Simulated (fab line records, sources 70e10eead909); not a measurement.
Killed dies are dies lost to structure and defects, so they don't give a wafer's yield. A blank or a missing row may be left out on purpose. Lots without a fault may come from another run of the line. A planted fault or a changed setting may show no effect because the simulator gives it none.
Which tool did it? | flow nand_harc | 24 lots, 72 wafers sampled, at 2 steps of a route of 1159

WHAT THE GAUGES READ, wafer by wafer
NHARC_A_CHANNEL_HOLE_D1_INSPECT_12. Usual: raw_defect_count 6.0, standard deviation 2.9.
lot  | measured     | on                | raw_defect_count | flag
L074 | day 7 19:12  | defect_inspect-01 | 6 5 3            |
L075 | day 8 19:25  | defect_inspect-02 | 11 4 5           |
L076 | day 8 19:41  | defect_inspect-02 | 8 22 7           |
L079 | day 9 08:20  | defect_inspect-02 | 7 6 9            |
L077 | day 9 08:23  | defect_inspect-01 | 4 6 4            |
L078 | day 9 09:27  | defect_inspect-02 | 15 5 7           |
L080 | day 9 18:47  | defect_inspect-02 | 8 3 5            |
L082 | day 9 23:43  | defect_inspect-02 | 5 2 4            |
L081 | day 10 00:26 | defect_inspect-01 | 8 5 2            |
L083 | day 10 08:01 | defect_inspect-01 | 6 4 7            |
L084 | day 10 15:49 | defect_inspect-01 | 5 2 3            |
L087 | day 11 06:50 | defect_inspect-01 | 4 8 3            |
L086 | day 11 08:00 | defect_inspect-01 | 10 10 5          |
L085 | day 11 08:16 | defect_inspect-01 | 6 6 2            |
L088 | day 11 23:13 | defect_inspect-01 | 7 10 7           |
L089 | day 12 00:33 | defect_inspect-02 | 3 9 8            |
L091 | day 12 00:43 | defect_inspect-01 | 9 10 6           |
L090 | day 12 08:26 | defect_inspect-02 | 3 5 6            |
L092 | day 12 12:21 | defect_inspect-01 | 7 3 5            |
L093 | day 13 07:04 | defect_inspect-02 | 7 5 4            |
L095 | day 13 08:28 | defect_inspect-01 | 4 4 2            |
L094 | day 13 08:49 | defect_inspect-02 | 10 7 9           |
L096 | day 13 19:22 | defect_inspect-01 | 4 8 4            |
L097 | day 13 20:14 | defect_inspect-01 | 8 6 4            |

NHARC_A_CHANNEL_HOLE_D1_INSPECT_40. Usual: raw_defect_count 62, standard deviation 18.
lot  | measured     | on                | raw_defect_count | flag
L074 | day 8 02:51  | defect_inspect-02 | 34 36 36         |
L075 | day 9 02:24  | defect_inspect-02 | 58 59 51         |
L076 | day 9 02:38  | defect_inspect-01 | 61 42 44         |
L079 | day 9 15:20  | defect_inspect-01 | 78 82 56         |
L077 | day 9 16:00  | defect_inspect-02 | 69 51 71         |
L078 | day 9 19:31  | defect_inspect-02 | 75 62 70         |
L080 | day 10 01:53 | defect_inspect-02 | 53 76 59         |
L082 | day 10 06:41 | defect_inspect-01 | 83 75 79         |
L081 | day 10 07:44 | defect_inspect-01 | 37 32 40         |
L083 | day 10 14:57 | defect_inspect-02 | 70 57 77         |
L084 | day 10 22:49 | defect_inspect-02 | 65 51 92         |
L087 | day 11 13:48 | defect_inspect-01 | 57 40 39         |
L086 | day 11 14:58 | defect_inspect-02 | 56 57 59         |
L085 | day 11 20:17 | defect_inspect-02 | 57 61 75         |
L088 | day 12 06:10 | defect_inspect-01 | 47 60 52         |
L089 | day 12 07:30 | defect_inspect-02 | 108 62 98        |
L091 | day 12 10:21 | defect_inspect-02 | 41 51 57         |
L090 | day 12 16:08 | defect_inspect-01 | 33 28 45         |
L092 | day 12 19:18 | defect_inspect-02 | 99 80 90         |
L093 | day 13 14:23 | defect_inspect-01 | 78 96 94         |
L095 | day 13 15:26 | defect_inspect-01 | 69 90 36         |
L094 | day 13 18:23 | defect_inspect-01 | 106 74 60        |
L096 | day 14 02:18 | defect_inspect-01 | 78 73 48         |
L097 | day 14 06:30 | defect_inspect-01 | 56 65 48         |

WHICH TOOL RAN EACH LOT (tool, then ch and the chambers of the sampled wafers, then the start)
The record holds no process step before these readings.

WHAT THE TOOLS THEMSELVES READ (means of the sampled wafers that have a number; where no wafer has one, the mark that the record gives instead)
The record holds no such reading with a usual standard deviation.

THE ANSWER, worked out from the rows above alone
Rule: a lot is off if the mean of its wafers that have a number lies more than 3 standard deviations from the usual mean. A lot without any number at a reading at which 4 lots or more have one is off too. The other lots that the step has rows for count as sound. The gauges are gone through in route order, then the tools' own readings, and for those a lot's mean is taken as printed above. The first step at which some lot is off is used, and at that step the reading that is off furthest; a lot without a number counts as furthest.
No lot is off at any reading shown: from this, nothing can be told.

WHAT THE SIMULATOR HAD PUT IN
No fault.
